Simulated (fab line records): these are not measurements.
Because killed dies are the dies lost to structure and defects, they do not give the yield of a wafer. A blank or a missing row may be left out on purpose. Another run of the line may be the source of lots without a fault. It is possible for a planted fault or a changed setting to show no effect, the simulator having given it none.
Matching of chambers / flow n5_finfet / rie_diel-04 running N5_BEOL_M14_DESCUM_33: 4 sister chambers
The step chemistry O2, time 7.9 s. 20 wafers are shown with their chamber, then 10 later ones without.

== WAFERS, EACH WITH ITS CHAMBER ==
wafer=L076.2; chamber=2; showerhead_plenum_p_Torr (Torr)=2.11; drypump_motor_current_A (A)=6.1; throttle_valve_pct (%)=20.32
wafer=L076.3; chamber=3; showerhead_plenum_p_Torr (Torr)=2.21; drypump_motor_current_A (A)=6.0; throttle_valve_pct (%)=20.39
wafer=L076.5; chamber=3; showerhead_plenum_p_Torr (Torr)=2.21; drypump_motor_current_A (A)=6.0; throttle_valve_pct (%)=20.40
wafer=L075.1; chamber=2; showerhead_plenum_p_Torr (Torr)=2.11; drypump_motor_current_A (A)=6.1; throttle_valve_pct (%)=20.32
wafer=L075.4; chamber=0; showerhead_plenum_p_Torr (Torr)=2.03; drypump_motor_current_A (A)=5.3; throttle_valve_pct (%)=20.37
wafer=L075.5; chamber=2; showerhead_plenum_p_Torr (Torr)=2.11; drypump_motor_current_A (A)=6.1; throttle_valve_pct (%)=20.33
wafer=L081.1; chamber=2; showerhead_plenum_p_Torr (Torr)=2.10; drypump_motor_current_A (A)=6.1; throttle_valve_pct (%)=20.34
wafer=L081.4; chamber=0; showerhead_plenum_p_Torr (Torr)=2.02; drypump_motor_current_A (A)=5.4; throttle_valve_pct (%)=20.37
wafer=L081.5; chamber=2; showerhead_plenum_p_Torr (Torr)=2.10; drypump_motor_current_A (A)=6.1; throttle_valve_pct (%)=20.33
wafer=L079.4; chamber=0; showerhead_plenum_p_Torr (Torr)=2.02; drypump_motor_current_A (A)=5.3; throttle_valve_pct (%)=20.38
wafer=L079.5; chamber=2; showerhead_plenum_p_Torr (Torr)=2.10; drypump_motor_current_A (A)=6.1; throttle_valve_pct (%)=20.34
wafer=L079.6; chamber=1; showerhead_plenum_p_Torr (Torr)=2.21; drypump_motor_current_A (A)=5.0; throttle_valve_pct (%)=20.15
wafer=L083.1; chamber=0; showerhead_plenum_p_Torr (Torr)=2.02; drypump_motor_current_A (A)=5.3; throttle_valve_pct (%)=20.39
wafer=L083.4; chamber=3; showerhead_plenum_p_Torr (Torr)=2.21; drypump_motor_current_A (A)=6.0; throttle_valve_pct (%)=20.41
wafer=L083.6; chamber=1; showerhead_plenum_p_Torr (Torr)=2.21; drypump_motor_current_A (A)=5.1; throttle_valve_pct (%)=20.15
wafer=L088.1; chamber=3; showerhead_plenum_p_Torr (Torr)=2.20; drypump_motor_current_A (A)=6.0; throttle_valve_pct (%)=20.43
wafer=L088.4; chamber=2; showerhead_plenum_p_Torr (Torr)=2.10; drypump_motor_current_A (A)=6.1; throttle_valve_pct (%)=20.37
wafer=L088.6; chamber=0; showerhead_plenum_p_Torr (Torr)=2.02; drypump_motor_current_A (A)=5.3; throttle_valve_pct (%)=20.40
wafer=L090.1; chamber=1; showerhead_plenum_p_Torr (Torr)=2.21; drypump_motor_current_A (A)=5.0; throttle_valve_pct (%)=20.20
wafer=L090.5; chamber=2; showerhead_plenum_p_Torr (Torr)=2.09; drypump_motor_current_A (A)=6.1; throttle_valve_pct (%)=20.38

SIGNATURES (averages over the wafers above)
reading=showerhead_plenum_p_Torr; chamber 0=2.0220; chamber 1=2.2100; chamber 2=2.1025; chamber 3=2.2075; scatter within a chamber=0.00562
reading=drypump_motor_current_A; chamber 0=5.320; chamber 1=5.033; chamber 2=6.100; chamber 3=6.000; scatter within a chamber=0.0303
reading=throttle_valve_pct; chamber 0=20.3820; chamber 1=20.1667; chamber 2=20.3412; chamber 3=20.4075; scatter within a chamber=0.0205
Rule: for each reading, subtract the chamber's mean from the wafer's reading, divide by that reading's scatter and square the result; add these up over the readings and take the root, which gives the wafer's distance from the chamber. If the next closest chamber is less than 2 further off than the closest, the wafer can't be placed; otherwise it belongs to the closest. The scatter: the root of (the sum of the squares of (reading less its chamber's mean) over the shown wafers, divided by (wafers less chambers)).

== WAFERS WITHOUT THEIR CHAMBER ==
wafer=L090.6; showerhead_plenum_p_Torr (Torr)=2.21; drypump_motor_current_A (A)=5.0; throttle_valve_pct (%)=20.21
wafer=L091.2; showerhead_plenum_p_Torr (Torr)=2.02; drypump_motor_current_A (A)=5.3; throttle_valve_pct (%)=20.41
wafer=L091.3; showerhead_plenum_p_Torr (Torr)=2.20; drypump_motor_current_A (A)=6.0; throttle_valve_pct (%)=20.45
wafer=L091.4; showerhead_plenum_p_Torr (Torr)=2.09; drypump_motor_current_A (A)=6.1; throttle_valve_pct (%)=20.37
wafer=L093.2; showerhead_plenum_p_Torr (Torr)=2.02; drypump_motor_current_A (A)=5.3; throttle_valve_pct (%)=20.41
wafer=L093.3; showerhead_plenum_p_Torr (Torr)=2.20; drypump_motor_current_A (A)=5.1; throttle_valve_pct (%)=20.21
wafer=L093.4; showerhead_plenum_p_Torr (Torr)=2.20; drypump_motor_current_A (A)=6.0; throttle_valve_pct (%)=20.43
wafer=L097.1; showerhead_plenum_p_Torr (Torr)=2.20; drypump_motor_current_A (A)=6.1; throttle_valve_pct (%)=20.46
wafer=L097.2; showerhead_plenum_p_Torr (Torr)=2.09; drypump_motor_current_A (A)=6.1; throttle_valve_pct (%)=20.42
wafer=L097.5; showerhead_plenum_p_Torr (Torr)=2.01; drypump_motor_current_A (A)=5.3; throttle_valve_pct (%)=20.43

== EACH ONE'S CHAMBER ==
wafer=L090.6; from the rows above=1; in truth=1
wafer=L091.2; from the rows above=0; in truth=0
wafer=L091.3; from the rows above=3; in truth=3
wafer=L091.4; from the rows above=2; in truth=2
wafer=L093.2; from the rows above=0; in truth=0
wafer=L093.3; from the rows above=1; in truth=1
wafer=L093.4; from the rows above=3; in truth=3
wafer=L097.1; from the rows above=3; in truth=3
wafer=L097.2; from the rows above=2; in truth=2
wafer=L097.5; from the rows above=0; in truth=0
Correct placement for 10 of the 10. Not placeable from these rows: 0. Number placed wrongly: 0.
